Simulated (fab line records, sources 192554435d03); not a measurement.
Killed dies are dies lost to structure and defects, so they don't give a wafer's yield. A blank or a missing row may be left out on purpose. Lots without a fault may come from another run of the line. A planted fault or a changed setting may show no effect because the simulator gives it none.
fab line records | flow n5_finfet
record lots=24 wafers=72 last_day=18
route steps=1938 shown HKMG_FIN@401 GATE_CUT@498
lots that met no fault: from a run of the same line without faults
start_h: hours from the record's first day to the start of the lot's first wafer shown | wait_h: hours since the lot's step before | " the same as in the row above | L1.1+2: a row that stands for several wafers | - no value, or no start given | * or withheld: withheld | < > ~ a bound
route shown NAME@n: a module of which the file shows steps, and the number in the route of the first | usual: mean/standard deviation of fault-free wafers | same: alike in all rows | chamber/n: place in a boat | sites: the reading at each site | _std_site: their standard deviation | _edge_site: outer sites' mean less inner sites' | radius_mm: how far each site lies from the wafer's centre | mask NAME#n: copy n | behind: the tool/chamber that last shaped the wafer | hold: why the lot was held/for how many hours/how that ended | device: the transistor (n, p or np) that didn't switch | end of line: the same wafers' tests at the end of the route | a step without rows: its recipe alone | killed: dies lost to structure and defects at the first sort, not the wafer's yield | map: a wafer's dies, x killed, . not, _ none there
set.NAME: the setting as run; set.NAME@STEP: as run at that earlier step | model.NAME: the simulator's own value behind a step, which no gauge read
steps of the route over a sample of lots; a table a step, a row a wafer
services: from which hour (start_h, from the record's first day; less than 0 if before it) a tool's chamber was out of use, for how many hours, and why
## steps
# step N5_HKMG_FIN_DESCUM_53
# recipe chemistry=O2 time_s=7.9 source_power_w=50 bias_power_w=20 pressure_mtorr=20 rf_frequency_hz=2.712e+07 temp_c=40 resist=CAR-ArF o2_flow_sccm=225
# usual drypump_motor_current_A=5.6/0.41 oes_product_au=0.81/0.09 rf_vpp_V=243.1/1.5 showerhead_plenum_p_Torr=2.10/0.075 throttle_valve_pct=20.45/0.27
# same time_s=7.9
# columns lot.wafer tool chamber start_h wait_h drypump_motor_current_A oes_product_au rf_hours_counter_h rf_vpp_V showerhead_plenum_p_Torr throttle_valve_pct
L074.1 rie_diel-06 2 72.35 0.1 5.8 0.73 180 244.1 2.09 20.60
L074.4 " 1 " " 6.2 0.95 8 246.1 2.24 20.47
L074.5 " 3 " " 5.7 0.71 - 244.2 2.17 20.85
L075.2 rie_diel-06 3 76.89 0.0 5.7 0.71 204 244.2 2.17 20.86
L075.4 " 2 " " 5.8 0.73 182 243.1 2.09 20.60
L075.6 " 2 " " 5.8 0.73 - 242.0 2.08 20.59
L076.1 rie_diel-01 2 83.81 0.0 5.3 0.81 82 242.5 2.04 20.26
L076.2 " 1 " " 5.6 0.71 191 242.6 2.08 20.50
L076.4 " 3 " " 5.3 0.83 65 241.5 2.04 20.00
L077.1 rie_diel-01 2 90.05 0.0 5.3 0.81 85 242.1 2.04 20.25
L077.2 " 1 " " 5.6 0.72 193 241.3 2.08 20.52
L077.5 " 1 " " 5.6 0.71 - 242.6 2.08 20.50
L078.2 rie_diel-05 0 99.95 0.4 5.4 0.92 12 242.8 2.05 20.09
L078.4 " 1 " " 6.1 0.67 - 243.4 2.15 20.54
L078.6 " 0 " " 5.5 0.92 - 242.5 2.05 20.09
L079.3 rie_diel-01 1 104.33 0.0 5.6 0.72 199 242.9 2.08 20.53
L079.4 " 2 " " 5.3 0.80 90 242.2 2.03 20.24
L079.6 " 0 " " 6.2 0.71 - 243.5 2.08 20.76
L080.3 rie_diel-06 1 111.69 0.0 6.3 0.91 19 245.3 2.24 20.50
L080.5 " 1 " " 6.2 0.91 - 246.1 2.24 20.48
L080.6 " 0 " " 4.8 0.87 - 245.3 2.22 20.55
L081.2 rie_diel-05 0 116.03 0.0 5.5 0.91 19 243.0 2.04 20.10
L081.3 " 3 " " 5.0 0.97 4 245.9 2.23 20.21
L081.4 " 3 " " 5.0 0.96 - 245.2 2.23 20.21
L082.2 rie_diel-01 3 123.82 0.4 5.4 0.81 78 242.9 2.03 20.01
L082.4 " 1 " " 5.7 0.70 206 244.0 2.07 20.53
L082.6 " 0 " " 6.2 0.70 - 243.3 2.08 20.78
L083.1 rie_diel-05 2 126.28 0.0 5.7 0.89 49 243.1 2.03 20.52
L083.2 " 3 " " 5.0 0.93 9 245.6 2.23 20.20
L083.3 " 2 " " 5.6 0.89 - 242.7 2.03 20.53
L084.2 rie_diel-01 3 136.04 0.1 5.4 0.82 82 242.1 2.03 20.04
L084.4 " 0 " " 6.2 0.70 212 241.1 2.07 20.80
L084.5 " 0 " " 6.2 0.70 - 243.9 2.07 20.78
L085.1 rie_diel-06 1 140.80 0.0 6.2 0.88 28 243.7 2.23 20.53
L085.3 " 0 " " 4.8 0.85 51 244.6 2.22 20.56
L085.5 " 2 " " 5.8 0.72 - 242.4 2.08 20.62
L086.2 rie_diel-05 0 147.47 0.0 5.5 0.89 28 243.3 2.04 20.12
L086.3 " 1 " " 6.1 0.94 7 242.6 2.15 20.13
L086.6 " 2 " " 5.6 0.88 - 243.1 2.03 20.53
L087.1 rie_diel-06 2 151.96 0.2 5.8 0.72 204 242.2 2.08 20.63
L087.3 " 1 " " 6.2 0.88 32 244.3 2.23 20.52
L087.6 " 1 " " 6.2 0.88 - 244.9 2.23 20.51
L088.1 rie_diel-05 1 159.53 0.0 6.1 0.93 11 244.2 2.14 20.12
L088.4 " 2 " " 5.7 0.87 61 240.0 2.02 20.53
L088.6 " 0 " " 5.5 0.88 - 242.5 2.04 20.13
L089.1 rie_diel-06 3 164.00 0.0 5.7 0.69 232 245.3 2.16 20.89
L089.5 " 0 " " 4.8 0.85 - 244.2 2.22 20.58
L089.6 " 3 " " 5.7 0.68 - 243.6 2.16 20.88
L090.1 rie_diel-01 3 168.23 0.1 5.3 0.80 93 240.3 2.03 20.04
L090.3 " 0 " " 6.2 0.69 222 240.7 2.07 20.80
L090.4 " 1 " " 5.7 0.70 221 242.7 2.07 20.55
L091.2 rie_diel-05 1 175.01 0.1 6.1 0.91 17 243.1 2.14 20.14
L091.5 " 1 " " 6.2 0.91 - 243.7 2.14 20.12
L091.6 " 2 " " 5.7 0.86 - 242.5 2.02 20.57
L092.1 rie_diel-05 2 181.11 0.3 5.6 0.87 69 242.2 2.02 20.57
L092.2 " 3 " " 5.0 0.90 28 244.1 2.22 20.24
L092.4 " 0 " " 5.5 0.87 39 243.9 2.04 20.14
L093.1 rie_diel-05 0 188.90 0.0 5.5 0.87 41 241.6 2.04 20.13
L093.3 " 2 " " 5.7 0.85 72 242.7 2.02 20.56
L093.4 " 1 " " 6.1 0.90 22 244.5 2.14 20.14
L094.1 rie_diel-01 3 191.35 0.1 5.4 0.80 101 240.5 2.03 20.06
L094.5 " 0 " " 6.2 0.69 - 241.8 2.07 20.81
L094.6 " 1 " " 5.6 0.70 - 241.5 2.07 20.55
L095.3 rie_diel-01 1 198.77 0.0 5.6 0.68 232 242.4 2.07 20.56
L095.4 " 3 " " 5.4 0.79 104 241.2 2.02 20.05
L095.6 " 3 " " 5.4 0.80 - 241.3 2.02 20.06
L096.1 rie_diel-06 0 212.96 0.0 4.8 0.84 72 244.0 2.21 20.60
L096.4 " 2 " " 5.8 0.69 222 242.9 2.07 20.67
L096.5 " 3 " " 5.7 0.68 - 245.3 2.15 20.94
L097.1 rie_diel-01 2 216.48 0.0 5.3 0.77 127 240.2 2.02 20.31
L097.3 " 0 " " 6.2 0.69 238 244.5 2.06 20.82
L097.5 " 1 " " 5.6 0.69 - 242.8 2.06 20.58
# step N5_HKMG_FIN_STRIP_92
# recipe chemistry=N2/H2 material=SOC time_s=20 power_w=500 temp_c=40 pressure_mtorr=50 rf_frequency_hz=6e+07 bias_power_w=8 h2_frac=0.5 n2_flow_sccm=300 h2_flow_sccm=300
# usual drypump_motor_current_A=5.6/0.43 oes_product_au=0.80/0.09 rf_vpp_V=54.2/0.82 showerhead_plenum_p_Torr=3.38/0.11 throttle_valve_pct=19.06/0.27
# same time_s=20
# columns lot.wafer tool chamber start_h wait_h drypump_motor_current_A oes_product_au rf_hours_counter_h rf_vpp_V showerhead_plenum_p_Torr throttle_valve_pct
L074.1 rie_diel-01 0 76.41 0.1 6.2 0.73 191 52.7 3.35 19.36
L074.4 " 1 " " 5.7 0.72 189 54.4 3.33 19.11
L074.5 " 3 " " 5.4 0.85 - 54.4 3.27 18.93
L075.2 rie_diel-06 1 80.59 0.1 6.2 0.93 10 53.6 3.58 19.26
L075.4 " 3 " " 5.7 0.70 205 54.2 3.46 19.19
L075.6 " 1 " " 6.2 0.94 - 55.1 3.58 19.24
L076.1 rie_diel-01 0 87.67 0.1 6.2 0.72 194 53.5 3.35 19.36
L076.2 " 1 " " 5.7 0.71 192 55.6 3.33 19.13
L076.4 " 3 " " 5.3 0.85 66 54.3 3.27 18.93
L077.1 rie_diel-05 1 94.15 0.1 6.1 0.67 252 54.4 3.43 19.27
L077.2 " 0 " " 5.5 0.93 9 52.8 3.29 18.70
L077.5 " 0 " " 5.5 0.93 - 53.6 3.29 18.71
L078.2 rie_diel-06 2 103.96 0.1 5.8 0.73 189 54.5 3.34 19.06
L078.4 " 1 " " 6.2 0.91 17 54.4 3.58 19.25
L078.6 " 1 " " 6.3 0.92 - 54.6 3.58 19.25
L079.3 rie_diel-01 3 108.51 0.1 5.3 0.82 73 53.2 3.26 18.97
L079.4 " 1 " " 5.6 0.72 200 53.5 3.32 19.13
L079.6 " 2 " " 5.3 0.81 - 55.4 3.25 19.26
L080.3 rie_diel-01 1 115.51 0.1 5.7 0.71 202 53.4 3.32 19.15
L080.5 " 0 " " 6.2 0.71 - 53.7 3.34 19.38
L080.6 " 1 " " 5.6 0.70 - 54.2 3.32 19.14
L081.2 rie_diel-01 3 121.02 0.1 5.4 0.82 77 54.8 3.26 18.97
L081.3 " 1 " " 5.7 0.70 205 53.2 3.32 19.15
L081.4 " 2 " " 5.3 0.80 96 53.7 3.25 19.28
L082.2 rie_diel-01 2 127.65 0.1 5.3 0.80 98 54.8 3.25 19.29
L082.4 " 0 " " 6.2 0.71 208 54.0 3.34 19.39
L082.6 " 1 " " 5.6 0.69 - 53.5 3.32 19.14
L083.1 rie_diel-01 0 130.73 0.1 6.2 0.71 209 54.3 3.34 19.40
L083.2 " 3 " " 5.3 0.83 80 54.5 3.26 18.97
L083.3 " 1 " " 5.6 0.71 209 54.4 3.32 19.15
L084.2 rie_diel-05 2 140.04 0.1 5.7 0.89 54 53.7 3.27 19.14
L084.4 " 0 " " 5.5 0.89 25 53.7 3.29 18.72
L084.5 " 2 " " 5.7 0.90 - 52.9 3.27 19.16
L085.1 rie_diel-05 0 144.65 0.1 5.5 0.90 26 53.4 3.28 18.72
L085.3 " 1 " " 6.1 0.97 6 53.7 3.42 18.84
L085.5 " 3 " " 5.0 0.91 - 54.5 3.57 18.35
L086.2 rie_diel-05 3 151.68 0.1 5.0 0.90 18 54.3 3.57 18.35
L086.3 " 2 " " 5.7 0.88 58 54.4 3.27 19.16
L086.6 " 2 " " 5.7 0.88 - 53.6 3.27 19.16
L087.1 rie_diel-06 2 155.72 0.1 5.8 0.72 206 53.4 3.33 19.07
L087.3 " 3 " " 5.7 0.69 229 54.0 3.45 19.21
L087.6 " 2 " " 5.8 0.72 - 53.3 3.33 19.06
L088.1 rie_diel-05 0 163.52 0.1 5.5 0.88 33 55.2 3.28 18.74
L088.4 " 3 " " 5.0 0.90 22 55.8 3.56 18.36
L088.6 " 1 " " 6.2 0.93 - 56.3 3.42 18.87
L089.1 rie_diel-06 2 167.90 0.1 5.8 0.71 210 54.8 3.33 19.07
L089.5 " 3 " " 5.7 0.69 - 54.3 3.44 19.23
L089.6 " 0 " " 4.8 0.86 - 54.8 3.54 18.76
L090.1 rie_diel-06 1 172.25 0.1 6.3 0.87 39 53.7 3.56 19.30
L090.3 " 3 " " 5.7 0.68 235 55.2 3.44 19.24
L090.4 " 0 " " 4.8 0.86 59 55.5 3.54 18.78
L091.2 rie_diel-06 2 178.94 0.1 5.8 0.72 214 54.2 3.33 19.08
L091.5 " 2 " " 5.8 0.72 - 53.5 3.33 19.08
L091.6 " 3 " " 5.7 0.69 - 54.3 3.44 19.23
L092.1 rie_diel-06 0 185.95 0.1 4.8 0.85 64 54.5 3.53 18.78
L092.2 " 2 " " 5.8 0.71 216 54.0 3.32 19.07
L092.4 " 1 " " 6.2 0.87 44 55.9 3.56 19.29
L093.1 rie_diel-01 1 193.77 0.1 5.7 0.68 230 52.8 3.31 19.19
L093.3 " 0 " " 6.2 0.69 231 54.3 3.33 19.43
L093.4 " 3 " " 5.4 0.79 102 55.5 3.25 18.99
L094.1 rie_diel-06 1 195.29 0.1 6.3 0.86 46 53.8 3.56 19.29
L094.5 " 1 " " 6.2 0.87 - 54.9 3.56 19.30
L094.6 " 3 " " 5.7 0.69 - 55.1 3.44 19.23
L095.3 rie_diel-01 2 202.64 0.1 5.3 0.77 124 52.1 3.24 19.32
L095.4 " 3 " " 5.4 0.79 105 55.3 3.25 19.03
L095.6 " 0 " " 6.2 0.68 - 55.2 3.33 19.42
L096.1 rie_diel-05 0 216.94 0.1 5.5 0.85 51 53.6 3.27 18.76
L096.4 " 1 " " 6.1 0.90 31 56.1 3.41 18.89
L096.5 " 3 " " 5.0 0.86 - 54.6 3.55 18.38
L097.1 rie_diel-05 1 220.29 0.1 6.1 0.90 33 53.7 3.41 18.91
L097.3 " 3 " " 5.0 0.86 42 55.2 3.55 18.38
L097.5 " 2 " " 5.7 0.85 - 54.9 3.25 19.23
# step N5_HKMG_FIN_STRIP_88
# recipe chemistry=N2/H2 power_w=2500 temp_c=300 h2_frac=0.65 time_s=360 pressure_mtorr=withheld n2_flow_sccm=1750 h2_flow_sccm=3250
# usual drypump_motor_current_A=5.4/0.49 heater_power_w=451/85
# same time_s=360
# columns lot.wafer tool chamber start_h wait_h drypump_motor_current_A heater_power_w rf_hours_counter_h
L074.1 plasma_asher-02 1 77.53 0.0 6.0 317 84
L074.4 " 0 " " 5.7 527 -
L074.5 " 0 " " 5.7 514 -
L075.2 plasma_asher-01 0 81.72 0.0 5.1 456 38
L075.4 " 1 " " 4.7 527 -
L075.6 " 1 " " 4.7 533 -
L076.1 plasma_asher-01 0 88.78 0.0 5.1 465 39
L076.2 " 1 " " 4.7 514 39
L076.4 " 0 " " 5.1 449 -
L077.1 plasma_asher-02 1 95.27 0.0 6.0 317 88
L077.2 " 0 " " 5.7 523 88
L077.5 " 0 " " 5.7 526 -
L078.2 plasma_asher-01 0 105.10 0.0 5.1 458 43
L078.4 " 1 " " 4.7 518 -
L078.6 " 1 " " 4.7 527 -
L079.3 plasma_asher-01 0 109.80 0.1 5.1 450 -
L079.4 " 1 " " 4.7 539 -
L079.6 " 0 " " 5.1 442 -
L080.3 plasma_asher-02 0 116.75 0.1 5.6 535 -
L080.5 " 1 " " 6.0 306 -
L080.6 " 0 " " 5.7 517 -
L081.2 plasma_asher-01 0 122.28 0.0 5.1 460 47
L081.3 " 1 " " 4.7 511 -
L081.4 " 0 " " 5.1 466 -
L082.2 plasma_asher-01 1 128.80 0.0 4.7 516 49
L082.4 " 1 " " 4.7 524 -
L082.6 " 1 " " 4.7 522 -
L083.1 plasma_asher-02 0 131.88 0.0 5.7 517 93
L083.2 " 1 " " 6.0 314 93
L083.3 " 0 " " 5.7 520 -
L084.2 plasma_asher-02 0 141.30 0.1 5.7 510 96
L084.4 " 1 " " 6.0 321 -
L084.5 " 1 " " 6.0 318 -
L085.1 plasma_asher-02 0 145.95 0.1 5.7 514 99
L085.3 " 0 " " 5.7 532 -
L085.5 " 1 " " 6.0 320 -
L086.2 plasma_asher-02 0 153.20 0.4 5.7 512 101
L086.3 " 0 " " 5.7 519 -
L086.6 " 1 " " 6.0 324 -
L087.1 plasma_asher-02 0 156.84 0.0 5.7 521 103
L087.3 " 1 " " 6.0 325 -
L087.6 " 1 " " 6.0 315 -
L088.1 plasma_asher-02 0 164.64 0.0 5.7 508 106
L088.4 " 0 " " 5.7 518 -
L088.6 " 0 " " 5.7 514 -
L089.1 plasma_asher-02 1 169.09 0.0 6.0 322 107
L089.5 " 0 " " 5.7 516 -
L089.6 " 1 " " 6.0 316 -
L090.1 plasma_asher-01 0 173.44 0.0 5.1 458 51
L090.3 " 0 " " 5.1 450 -
L090.4 " 1 " " 4.7 519 -
L091.2 plasma_asher-01 1 180.20 0.0 4.7 519 52
L091.5 " 1 " " 4.7 521 -
L091.6 " 0 " " 5.2 445 -
L092.1 plasma_asher-01 0 187.07 0.0 5.1 468 54
L092.2 " 1 " " 4.7 531 54
L092.4 " 0 " " 5.1 453 -
L093.1 plasma_asher-01 1 194.89 0.0 4.7 541 55
L093.3 " 0 " " 5.1 441 -
L093.4 " 1 " " 4.7 513 -
L094.1 plasma_asher-02 1 196.44 0.0 6.0 323 112
L094.5 " 0 " " 5.7 522 -
L094.6 " 1 " " 6.0 327 -
L095.3 plasma_asher-01 1 203.88 0.1 4.7 536 -
L095.4 " 0 " " 5.2 455 -
L095.6 " 0 " " 5.1 446 -
L096.1 plasma_asher-02 0 218.09 0.0 5.7 512 116
L096.4 " 1 " " 6.0 321 -
L096.5 " 0 " " 5.7 519 -
L097.1 plasma_asher-02 1 221.41 0.0 6.0 314 117
L097.3 " 0 " " 5.7 505 -
L097.5 " 1 " " 6.0 325 -
# step N5_HKMG_FIN_CMP_94
# recipe stop_on=SiNx post_cmp_clean=w_dilute_nh4oh t_overpolish_s=4.7 down_force_psi=4 platen_rpm=50.289 pad_velocity_m_s=1.0006 target_thk_nm=43.299
# usual head_pressure_psi=3.998/0.0085 motor_current_A=11.7/1.2
# columns lot.wafer tool chamber start_h wait_h head_pressure_psi motor_current_A
L074.4 cmp-04 2 80.10 0.4 3.990 12.3
L074.1 " 0 " " 4.000 14.8
L074.5 " 2 " " 3.996 12.0
L075.4 cmp-01 2 84.30 0.4 3.993 11.2
L075.2 " 0 " " 4.005 12.1
L075.6 " 2 " " 4.004 10.9
L076.1 cmp-02 2 91.47 0.4 3.997 11.4
L076.4 " 3 " " 4.007 11.8
L076.2 " 0 " " 3.986 13.3
L077.2 cmp-04 0 97.91 0.3 4.010 15.3
L077.1 " 1 " " 4.009 9.6
L077.5 " 2 " " 4.003 12.0
L078.2 cmp-01 0 107.71 0.4 3.997 12.3
L078.4 " 2 " " 4.007 12.2
L078.6 " 0 " " 3.999 12.2
L079.4 cmp-01 0 112.32 0.3 4.002 12.1
L079.3 " 1 " " 3.996 11.5
L079.6 " 2 " " 4.002 12.3
L080.3 cmp-02 2 119.20 0.4 3.998 11.1
L080.6 " 2 " " 3.999 11.1
L080.5 " 3 " " 3.990 12.0
L081.4 cmp-04 0 125.08 0.4 3.989 14.2
L081.2 " 1 " " 3.989 10.1
L081.3 " 2 " " 4.009 13.1
L082.4 cmp-02 3 131.57 0.4 4.000 12.2
L082.2 " 2 " " 4.008 10.7
L082.6 " 3 " " 3.981 11.4
L083.2 cmp-01 3 134.54 0.4 3.997 10.1
L083.1 " 0 " " 4.000 12.2
L083.3 " 2 " " 4.007 11.4
L084.2 cmp-02 3 143.91 0.3 4.013 11.7
L084.4 " 1 " " 3.993 10.2
L084.5 " 2 " " 4.001 11.7
L085.1 cmp-02 3 148.65 0.4 4.018 11.8
L085.3 " 2 " " 3.994 10.9
L085.5 " 0 " " 3.992 13.9
L086.2 cmp-02 1 155.98 0.4 3.996 10.1
L086.3 " 0 " " 4.004 13.2
L086.6 " 1 " " 3.995 10.0
L087.3 cmp-01 1 159.42 0.4 4.008 11.0
L087.1 " 2 " " 4.016 11.2
L087.6 " 2 " " 4.003 11.3
L088.1 cmp-04 2 167.25 0.3 4.004 12.4
L088.4 " 0 " " 3.991 14.8
L088.6 " 1 " " 3.997 10.5
L089.1 cmp-04 0 171.67 0.4 4.005 14.8
L089.5 " 0 " " 4.007 14.6
L089.6 " 1 " " 4.001 10.5
L090.3 cmp-02 2 176.02 0.4 3.995 10.7
L090.4 " 3 " " 4.000 11.2
L090.1 " 1 " " 4.000 10.8
L091.2 cmp-02 0 182.99 0.3 3.994 13.4
L091.6 " 3 " " 4.007 11.3
L091.5 " 0 " " 3.986 13.2
L092.1 cmp-02 3 189.73 0.3 4.005 11.6
L092.4 " 0 " " 4.007 13.3
L092.2 " 1 " " 4.002 10.9
L093.1 cmp-02 0 197.47 0.4 4.000 13.6
L093.4 " 2 " " 3.991 10.6
L093.3 " 3 " " 4.014 11.6
L094.1 cmp-01 0 199.02 0.4 3.991 11.8
L094.5 " 0 " " 3.999 12.1
L094.6 " 1 " " 3.984 11.6
L095.3 cmp-02 2 206.33 0.4 4.004 11.2
L095.4 " 1 " " 3.997 10.6
L095.6 " 3 " " 4.001 11.9
L096.1 cmp-02 2 220.84 0.4 4.009 11.2
L096.4 " 0 " " 4.000 12.9
L096.5 " 2 " " 4.004 10.9
L097.1 cmp-04 3 224.02 0.3 3.992 10.5
L097.3 " 1 " " 4.002 9.7
L097.5 " 2 " " 3.980 12.6
# step N5_HKMG_FIN_INSPECT_28
# recipe inspect_instrument=darkfield mode=post_cmp
# usual raw_defect_count=38/18
# columns lot.wafer tool chamber start_h wait_h raw_defect_count
L074.1 defect_inspect-02 - 80.34 0.0 18
L074.4 " - " " 21
L074.5 " - " " 19
L075.2 defect_inspect-01 - 84.53 0.0 43
L075.4 " - " " 37
L075.6 " - " " 28
L076.1 defect_inspect-02 - 91.70 0.0 34
L076.2 " - " " 34
L076.4 " - " " 26
L077.1 defect_inspect-02 - 98.08 0.0 41
L077.2 " - " " 32
L077.5 " - " " 27
L078.2 defect_inspect-02 - 107.95 0.0 60
L078.4 " - " " 91
L078.6 " - " " 65
L079.3 defect_inspect-01 - 112.49 0.0 45
L079.4 " - " " 42
L079.6 " - " " 88
L080.3 defect_inspect-01 - 119.44 0.0 27
L080.5 " - " " 41
L080.6 " - " " 34
L081.2 defect_inspect-01 - 125.31 0.0 29
L081.3 " - " " 25
L081.4 " - " " 27
L082.2 defect_inspect-01 - 131.80 0.0 36
L082.4 " - " " 47
L082.6 " - " " 51
L083.1 defect_inspect-02 - 134.77 0.0 71
L083.2 " - " " 32
L083.3 " - " " 65
L084.2 defect_inspect-01 - 144.11 0.0 27
L084.4 " - " " 31
L084.5 " - " " 43
L085.1 defect_inspect-01 - 148.88 0.0 33
L085.3 " - " " 34
L085.5 " - " " 48
L086.2 defect_inspect-02 - 156.21 0.0 40
L086.3 " - " " 29
L086.6 " - " " 21
L087.1 defect_inspect-01 - 159.65 0.0 64
L087.3 " - " " 58
L087.6 " - " " 49
L088.1 defect_inspect-01 - 167.45 0.0 49
L088.4 " - " " 81
L088.6 " - " " 66
L089.1 defect_inspect-02 - 171.90 0.0 45
L089.5 " - " " 13
L089.6 " - " " 39
L090.1 defect_inspect-02 - 176.26 0.0 29
L090.3 " - " " 42
L090.4 " - " " 31
L091.2 defect_inspect-01 - 183.20 0.0 62
L091.5 " - " " 33
L091.6 " - " " 37
L092.1 defect_inspect-01 - 189.93 0.0 51
L092.2 " - " " 40
L092.4 " - " " 38
L093.1 defect_inspect-01 - 197.71 0.0 21
L093.3 " - " " 39
L093.4 " - " " 39
L094.1 defect_inspect-02 - 199.25 0.0 26
L094.5 " - " " 29
L094.6 " - " " 25
L095.3 defect_inspect-02 - 206.57 0.0 19
L095.4 " - " " 30
L095.6 " - " " 24
L096.1 defect_inspect-02 - 221.07 0.0 29
L096.4 " - " " 25
L096.5 " - " " 29
L097.1 defect_inspect-01 - 224.22 0.0 22
L097.3 " - " " 17
L097.5 " - " " 47
# step N5_GATE_CUT_STRIP_42
# recipe chemistry=O2 power_w=400 temp_c=40 pressure_mtorr=30 rf_frequency_hz=6e+07 bias_power_w=0 overash_fraction=0.3 o2_flow_sccm=225
# usual drypump_motor_current_A=5.8/0.45 oes_product_au=0.76/0.074 rf_vpp_V=3.6/0.45 showerhead_plenum_p_Torr=2.06/0.067 throttle_valve_pct=16.66/0.22
# columns lot.wafer tool chamber start_h wait_h drypump_motor_current_A oes_product_au rf_hours_counter_h rf_vpp_V showerhead_plenum_p_Torr throttle_valve_pct
L074.1 rie_diel-04 3 84.28 0.0 5.8 0.75 185 3.4 2.08 16.84
L074.4 " 2 " " 5.7 0.68 220 3.7 2.06 16.82
L074.5 " 2 " " 5.7 0.69 - 3.6 2.06 16.81
L075.2 rie_diel-03 0 88.88 0.0 6.1 0.79 150 3.6 2.02 16.81
L075.4 " 3 " " 6.2 0.82 80 3.4 2.04 16.61
L075.6 " 1 " " 4.7 0.67 - 2.7 2.15 16.75
L076.1 rie_diel-03 0 95.92 0.0 6.0 0.77 152 3.2 2.02 16.81
L076.2 " 3 " " 6.2 0.82 82 3.0 2.04 16.61
L076.4 " 2 " " 6.2 0.75 142 3.2 2.01 16.58
L077.1 rie_diel-03 2 102.07 0.0 6.2 0.75 144 4.4 2.01 16.59
L077.2 " 0 " " 6.1 0.78 155 3.9 2.02 16.80
L077.5 " 0 " " 6.1 0.78 - 3.6 2.02 16.82
L078.2 rie_diel-02 3 112.60 0.0 6.2 0.70 236 4.2 2.15 16.49
L078.4 " 1 " " 5.7 0.78 119 3.6 1.94 16.20
L078.6 " 0 " " 5.7 0.77 - 3.1 2.11 16.81
L079.3 rie_diel-03 1 116.46 0.0 4.7 0.67 236 3.4 2.15 16.79
L079.4 " 2 " " 6.2 0.75 147 4.3 2.01 16.61
L079.6 " 3 " " 6.2 0.82 - 3.6 2.03 16.64
L080.3 rie_diel-03 3 124.66 0.0 6.2 0.82 89 3.9 2.03 16.62
L080.5 " 2 " " 6.2 0.75 - 3.9 2.01 16.58
L080.6 " 3 " " 6.2 0.82 - 3.1 2.03 16.62
L081.2 rie_diel-03 0 129.66 0.0 6.1 0.77 162 3.7 2.01 16.83
L081.3 " 1 " " 4.7 0.66 239 3.9 2.15 16.77
L081.4 " 2 " " 6.2 0.76 150 3.0 2.01 16.60
L082.2 rie_diel-04 3 136.14 0.0 5.8 0.73 200 3.7 2.08 16.87
L082.4 " 1 " " 6.1 0.77 144 2.7 2.19 16.55
L082.6 " 2 " " 5.7 0.67 - 3.6 2.06 16.85
L083.1 rie_diel-02 3 138.84 0.0 6.3 0.70 244 4.1 2.14 16.50
L083.2 " 2 " " 5.1 0.68 249 3.6 2.07 16.65
L083.3 " 0 " " 5.7 0.76 130 3.3 2.10 16.84
L084.2 rie_diel-02 0 148.09 0.0 5.7 0.75 134 3.5 2.10 16.84
L084.4 " 1 " " 5.7 0.78 - 3.7 1.94 16.23
L084.5 " 0 " " 5.7 0.76 - 4.1 2.10 16.83
L085.1 rie_diel-04 2 155.00 0.0 5.7 0.66 240 3.7 2.06 16.86
L085.3 " 3 " " 5.8 0.73 204 3.6 2.08 16.88
L085.5 " 3 " " 5.8 0.73 - 3.3 2.08 16.88
L086.2 rie_diel-03 1 161.28 0.0 4.7 0.66 248 2.9 2.15 16.79
L086.3 " 2 " " 6.2 0.73 159 3.4 2.00 16.60
L086.6 " 0 " " 6.1 0.77 - 3.6 2.01 16.85
L087.1 rie_diel-02 0 164.67 0.0 5.7 0.75 140 4.5 2.10 16.85
L087.3 " 1 " " 5.7 0.76 131 4.6 1.93 16.24
L087.6 " 1 " " 5.7 0.77 - 4.0 1.93 16.24
L088.1 rie_diel-04 0 172.11 0.0 5.6 0.69 199 3.3 2.08 17.00
L088.4 " 2 " " 5.7 0.67 247 3.1 2.05 16.86
L088.6 " 2 " " 5.7 0.66 - 2.8 2.05 16.89
L089.1 rie_diel-02 0 175.89 0.0 5.7 0.74 144 3.2 2.10 16.85
L089.5 " 3 " " 6.3 0.68 - 3.9 2.14 16.55
L089.6 " 0 " " 5.7 0.75 - 3.3 2.10 16.86
L090.1 rie_diel-03 3 180.49 0.0 6.2 0.80 105 3.0 2.03 16.66
L090.3 " 2 " " 6.2 0.73 165 3.7 2.00 16.62
L090.4 " 0 " " 6.1 0.76 - 3.9 2.01 16.85
L091.2 rie_diel-04 1 187.27 0.0 6.1 0.75 159 3.5 2.18 16.59
L091.5 " 0 " " 5.6 0.70 - 3.6 2.08 16.98
L091.6 " 3 " " 5.8 0.73 - 3.8 2.07 16.89
L092.1 rie_diel-02 1 194.21 0.0 5.7 0.77 142 3.8 1.93 16.26
L092.2 " 0 " " 5.7 0.74 151 3.7 2.10 16.86
L092.4 " 3 " " 6.3 0.98 1 2.8 2.14 16.07
L093.1 rie_diel-04 1 201.81 0.0 6.1 0.75 166 3.8 2.18 16.58
L093.3 " 2 " " 5.7 0.99 0 4.1 2.05 16.43
L093.4 " 0 " " 5.6 0.69 209 3.5 2.07 17.02
L094.1 rie_diel-03 0 203.23 0.0 6.1 0.75 185 4.0 2.00 16.88
L094.5 " 2 " " 6.2 0.72 - 2.9 2.00 16.64
L094.6 " 1 " " 4.7 1.00 - 3.4 2.14 16.31
L095.3 rie_diel-02 1 210.89 0.0 5.7 0.76 147 3.6 1.93 16.25
L095.4 " 0 " " 5.7 0.74 157 4.1 2.09 16.89
L095.6 " 3 " " 6.3 0.95 - 4.0 2.14 16.09
L096.1 rie_diel-03 2 225.06 0.0 6.2 0.72 179 2.4 2.00 16.65
L096.4 " 0 " " 6.1 0.75 191 3.7 2.00 16.85
L096.5 " 3 " " 6.2 0.78 - 3.8 2.02 16.66
L097.1 rie_diel-03 0 228.17 0.0 6.1 0.75 193 4.4 2.00 16.87
L097.3 " 2 " " 6.2 0.72 180 3.8 2.00 16.66
L097.5 " 1 " " 4.7 0.97 - 3.3 2.14 16.33
## services
# columns tool chamber start_h hours kind
cmp-01 - 50.26 4.0 pm
rie_diel-05 0 54.38 - clean
rie_diel-05 0 54.38 - consumable_replace:focus_ring
rie_diel-05 0 54.38 18.2 scheduled_down
rie_diel-05 0 54.38 18.2 vent_cycle
rie_diel-03 1 63.21 7.4 repair
cmp-02 - 65.92 2.2 repair
cmp-01 - 68.57 1.2 repair
rie_diel-05 3 77.97 4.6 repair
plasma_asher-02 - 97.39 8.7 pm
cmp-04 - 100.54 4.1 pm
cmp-04 - 106.85 0.5 repair
plasma_asher-02 - 111.70 0.6 repair
rie_diel-02 1 128.59 14.5 repair
cmp-04 - 134.00 4.0 pm
cmp-01 - 148.41 7.1 pm
rie_diel-06 0 149.96 9.6 repair
cmp-02 - 163.29 4.1 repair
rie_diel-06 - 186.01 2.8 pm
rie_diel-06 2 193.07 5.0 repair
cmp-02 - 198.41 1.0 repair
cmp-04 - 203.01 6.4 repair
cmp-01 - 212.81 3.1 repair
plasma_asher-02 - 227.36 28.1 pm
## key
fault none
